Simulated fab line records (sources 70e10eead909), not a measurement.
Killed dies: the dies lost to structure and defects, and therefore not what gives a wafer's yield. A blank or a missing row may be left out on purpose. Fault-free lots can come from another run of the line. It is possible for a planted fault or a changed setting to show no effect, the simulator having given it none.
Chamber matching / flow nandHarc / pecvd-04 running NHARC_A_CONTACT_DEP_29: 3 sister chambers
The step deposits SiON, target thk 70 nm. 3 wafers are shown with their chamber, then 8 later ones without.

== EACH WAFER AND ITS CHAMBER ==
wafer=L087.3; chamber=1; heaterPowerW (W)=634
wafer=L088.6; chamber=2; heaterPowerW (W)=783
wafer=L094.1; chamber=0; heaterPowerW (W)=675

== WAFERS WITH NO CHAMBER GIVEN ==
wafer=L094.4; heaterPowerW (W)=739
wafer=L094.6; heaterPowerW (W)=686
wafer=L093.4; heaterPowerW (W)=790
wafer=L093.5; heaterPowerW (W)=730
wafer=L093.6; heaterPowerW (W)=670
wafer=L097.1; heaterPowerW (W)=665
wafer=L097.2; heaterPowerW (W)=752
wafer=L097.6; heaterPowerW (W)=634

== WHICH CHAMBER EACH ONE RAN IN ==
wafer=L094.4; from the rows above=can't be placed: 2 or 0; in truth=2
wafer=L094.6; from the rows above=can't be placed: 0 or 1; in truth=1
wafer=L093.4; from the rows above=2; in truth=2
wafer=L093.5; from the rows above=can't be placed: 2 or 0 or 1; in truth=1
wafer=L093.6; from the rows above=can't be placed: 0 or 1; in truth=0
wafer=L097.1; from the rows above=can't be placed: 0 or 1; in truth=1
wafer=L097.2; from the rows above=can't be placed: 2 or 0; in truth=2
wafer=L097.6; from the rows above=can't be placed: 1 or 0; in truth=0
Correctly placed: 1 of 8. Unplaceable from these rows: 7, with the true chamber sitting among the candidates in 7. Placed wrongly: 0.
How it was worked out, from the rows above alone: a wafer's distance from a chamber is the root of the sum, over the readings, of the square of ((its reading less the chamber's mean) divided by the reading's scatter). If the next closest chamber is less than 2 further off than the closest, the wafer can't be placed; otherwise it belongs to the closest. Each chamber's mean is taken over the wafers shown for it. The scatter: root of mean squared gap, hidden wafer to nearest shown wafer, with one shown wafer a chamber.
